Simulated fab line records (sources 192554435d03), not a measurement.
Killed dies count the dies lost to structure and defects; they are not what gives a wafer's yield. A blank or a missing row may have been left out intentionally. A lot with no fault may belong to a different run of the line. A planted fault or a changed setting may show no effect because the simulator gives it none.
Comparing a struck lot with a sound one	flow n5-finfet	27 steps out of a route of 1938
Sound: these wafers, L124.3, L124.4, L124.5. Wafers L112.1, L112.4, L112.5 were the ones struck. The cause is named last.
Order at every step that has rows: each side's tool, ch and its chambers, its first start. Under that, the readings that differ: sound wafers	struck wafers	difference of the means	sigmas: that difference in standard deviations of wafers without a fault.
alike: same words and numbers on both sides, and readings whose means sit less than 2 such deviations apart. not compared: any withheld reading, any reading some wafer has no value for, any bound like >300 that may hide the same value, and any number with overlapping values for which the record gives no deviation.
A row with sigmas, a row that says differs or no value, or rows on one side alone: a step with any of these is where the two part. Numbers that have no deviation but don't overlap get no sigmas and don't part them. A reading that every wafer of one side lacks parts them only if that side has two wafers or more.

first, 8 steps without rows for these wafers: N5_BEOL_M2_CMP_52 (polishes, stops on SiOC, t overpolish 6.8 s, target thk 40 nm); N5_BEOL_M2_PRE_CLEAN_60 (time 15 s); N5_BEOL_M2_CO_CAP_55 (material Co, precursor CCTBA/H2, target thk 2 nm, time 102.1 s); N5_BEOL_M2_PRE_CLEAN_56 (time 15 s); N5_BEOL_M2_DEP_57 (deposits SiCN from 3MS/NH3, target thk 8 nm, time 14 s); N5_BEOL_M3_ILD_DEP_00 (deposits SiOC from DEMS/O2, target thk 79 nm, time 15.3 s); N5_BEOL_M3_PECVD_72 (deposits SiO2 from TEOS/O2, target thk 16 nm, time 18 s); N5_BEOL_M3_HM_DEP_02 (deposits TiN, target thk 20 nm).
N5_BEOL_M3_COAT_61: time 60 s, resist thk 60 nm.
  sound on litho-track-04 ch 0, day 14 09:39; struck on litho-track-04 ch 0, day 11 01:45
reading	sound	struck	difference	sigmas
spin-speed-rpm (rpm)	1499.7 1499.7 1498.7	1298.2 1298.3 1297.1	-201.5	-99 or more
model.SOC_of_BEOL_M3_COAT_61.thk-nm (nm)	60 60 59.8	64.6 64.4 64.6	+4.6	
then, 11 steps without rows for these wafers: N5_BEOL_M3_COAT_62 (time 60 s, resist thk 12 nm); N5_BEOL_M3_COAT_73 (time 60 s, resist thk 5 nm); N5_BEOL_M3_COAT_05 (resist thk 30 nm); N5_BEOL_M3_EBR_07; N5_BEOL_M3_SOFTBAKE_06 (time 60 s); N5_BEOL_M3_EXPOSE_08 (exposes mask M3); N5_BEOL_M3_PEB_09 (peb time 60 s); N5_BEOL_M3_DEVELOP_10 (develop time 30 s); N5_BEOL_M3_DESCUM_16 (chemistry O2, time 7 s); N5_BEOL_M3_ETCH_74 (etches underlayer in N2/H2, target depth 6.5 nm, time 5.2 s); N5_BEOL_M3_ETCH_63 (etches SiARC in CF4, target depth 15.6 nm, time 26 s).
N5_BEOL_M3_ETCH_64: etches SOC in N2/H2, target depth 75 nm, overetch 15 nm, time 112.5 s.
  sound on rie-diel-02 ch 0,1, day 14 10:16; struck on rie-diel-06 ch 0,2,3, day 11 02:20
reading	sound	struck	difference	sigmas
model.etch.depth-nm (nm)	59.97 59.98 59.8	64.53 64.46 64.63	+4.62	
  alike: drypump-motor-current-A, n2-flow-sccm, oes-product-au, rf-vpp-V, showerhead-plenum-p-Torr, throttle-valve-pct
  not compared: rf-hours-counter-h
then, 3 steps without rows for these wafers: N5_BEOL_M3_STRIP_65 (strips in N2/H2); N5_BEOL_M3_STRIP_75 (strips in N2/H2); N5_BEOL_M3_STRIP_66 (strips in CF4).
N5_BEOL_M3_HM_OPEN_17: chemistry Cl2/BCl3, target TiN, target depth 20 nm, overetch 6 nm.
  sound on rie-metal-01 ch 0,1, day 14 10:28; struck on rie-metal-01 ch 0,1, day 11 02:31
reading	sound	struck	difference	sigmas
model.SOC_of_BEOL_M3_COAT_61.thk-nm (nm)	51.8 52.2 52	56.6 56.6 56.8	+4.7	
  alike: drypump-motor-current-A, oes_ar_750_au, oes-product-au, throttle-valve-pct
  not compared: rf-hours-counter-h
then, 1 step without rows for these wafers: N5_BEOL_M3_STRIP_19 (strips in O2).
-- the record jumps here: 3 days lie between the struck wafers' starts before and after (it left off in module BEOL_M3 and takes up again in module BEOL_M4, whose first step shown is number 1111 of the route) --
N5_BEOL_M4_RC_MEAS_101:
  sound on prober-02 ch 0, day 17 05:08; struck on prober-01 ch 0, day 14 01:27
reading	sound	struck	difference	sigmas
IOFF_P (nA/um)	0.24 0.21 0.34	0.18 0.15 0.15	-0.10	-2
ION_N (uA/um)	673 674 691	649 663 642	-28	-2
VT_N (mV)	247 247 243	255 255 258	+10	+3
  alike: DIBL_N, DIBL_P, IOFF_N, ION_P, SS_N, SS_P, VT_P

== WHERE THEY PART ==
Last at N5_BEOL_M4_RC_MEAS_101 as far as this record goes, first at N5_BEOL_M3_COAT_61.

WHY: what the simulator had put in
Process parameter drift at N5_BEOL_M3_COAT_61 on litho-track-04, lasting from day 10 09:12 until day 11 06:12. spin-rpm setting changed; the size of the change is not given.
